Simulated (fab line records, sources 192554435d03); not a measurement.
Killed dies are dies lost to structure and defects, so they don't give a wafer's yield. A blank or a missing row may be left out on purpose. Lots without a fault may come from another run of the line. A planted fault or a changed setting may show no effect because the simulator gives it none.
Split-lot experiment | flow n5_finfet | 7 lots, 21 wafers read, on a route of 1938 steps

THE SPLIT
At N5_BEOL_M6_EXPOSE_25 (exposes mask V5, target cd 40 nm), the setting dose_mj was moved away from the recipe's 45 on 9 of the 21 wafers read, by -6.6% to +3.7%. The other wafers ran this setting at the recipe's value.

FROM THE SPLIT TO THE READING: what the file shows between them, 2 steps
- N5_BEOL_M6_PEB_26: peb time 60 s
- N5_BEOL_M6_DEVELOP_27: develop time 30 s

THE READING
cd_nm, in nm, at N5_BEOL_M6_CD_MEAS_28 (target cd 40 nm). Fault-free wafers of this fab line usually give 39.99 nm, standard deviation 0.22 nm.

wafer  | tool, chamber at the split | dose_mj as run | against the recipe | cd_nm, nm | against lot-mates on the recipe
L077.1 | euv_scanner-01, 0          | 45             | recipe             | 39.77     | -
L077.2 | euv_scanner-01, 0          | 45             | recipe             | 39.63     | -
L077.6 | euv_scanner-01, 0          | 42.03          | -6.6%              | 38.04     | -1.66
L081.2 | euv_scanner-02, 0          | 45             | recipe             | 39.88     | -
L081.4 | euv_scanner-02, 0          | 43.3           | -3.8%              | 38.81     | -1.07
L081.5 | euv_scanner-02, 0          | 43.3           | -3.8%              | 39.16     | -0.72
L083.4 | euv_scanner-01, 0          | 45             | recipe             | 39.91     | -
L083.5 | euv_scanner-01, 0          | 45             | recipe             | 40.09     | -
L083.6 | euv_scanner-01, 0          | 45             | recipe             | 39.71     | -
L084.1 | euv_scanner-01, 0          | 46.67          | +3.7%              | 40.71     | +0.63
L084.4 | euv_scanner-01, 0          | 45             | recipe             | 40.45     | -
L084.6 | euv_scanner-01, 0          | 45             | recipe             | 39.70     | -
L088.1 | euv_scanner-02, 0          | 42.47          | -5.6%              | 38.34     | -1.29
L088.2 | euv_scanner-02, 0          | 45             | recipe             | 39.66     | -
L088.5 | euv_scanner-02, 0          | 45             | recipe             | 39.60     | -
L090.2 | euv_scanner-02, 0          | 45             | recipe             | 39.74     | -
L090.3 | euv_scanner-02, 0          | 43.28          | -3.8%              | 39.05     | -0.69
L090.6 | euv_scanner-02, 0          | 43.28          | -3.8%              | 39.19     | -0.55
L092.1 | euv_scanner-02, 0          | 45             | recipe             | 39.98     | -
L092.4 | euv_scanner-02, 0          | 42.29          | -6.0%              | 38.66     | -1.32
L092.5 | euv_scanner-02, 0          | 42.29          | -6.0%              | 38.47     | -1.51

THE FIT
A straight line over all 21 wafers: cd_nm changes by +0.234 nm for each +1% of dose_mj; r = +0.95; the points scatter about the line by 0.22 nm.
The same after taking each lot's own level away (the mean of its wafers on the recipe; 21 wafers): +0.222 nm for each +1%; r = +0.96; scatter 0.18 nm.
On that fit, the largest move of dose_mj shifts the reading by 1.5 nm.
The lots' own levels span 39.630 to 40.075 nm, that is 2.0 times the standard deviation above.
So the lot-to-lot level changes the slope little: the two slopes agree.
Check: with one of the wafers moved furthest among these (-6.6%) left out of the fit, the line predicts -1.43 nm for it against its lot-mates. It came out at -1.66 nm against them.

OTHER SPLITS ON THESE WAFERS
These wafers also went through other splits before the reading. Each is held against what the fit with the lots' levels taken away leaves over:
other split on the same wafers | wafers away from the commonest value | r with cd_nm (lot level and that fit taken away)
N5_BEOL_M5_COAT_74 spin_rpm    | 9                                    | -0.18

THE WHOLE CHAIN: every reading that the file lists as answering this split, in the file's order
step                  | what it does                                                        | reading                                                        | change (the file's fit)               | r (the file's)
N5_BEOL_M6_CD_MEAS_28 | target cd 40 nm                                                     | cd_nm                                                          | +0.227 nm for each +1% of the setting | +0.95
N5_BEOL_M6_DESCUM_33  | chemistry O2, time 7 s                                              | BEOL_M6.cd_nm (the simulator's own value, which no gauge read) | +0.238 nm for each +1% of the setting | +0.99
N5_BEOL_M6_ETCH_66    | etches SOC in N2/H2, target depth 80 nm, overetch 16 nm, time 120 s | BEOL_M6.cd_nm (the simulator's own value, which no gauge read) | +0.215 nm for each +1% of the setting | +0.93

THE FILE'S OWN FIT
cd_nm changes by +0.227 nm for each +1% of dose_mj, r = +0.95.
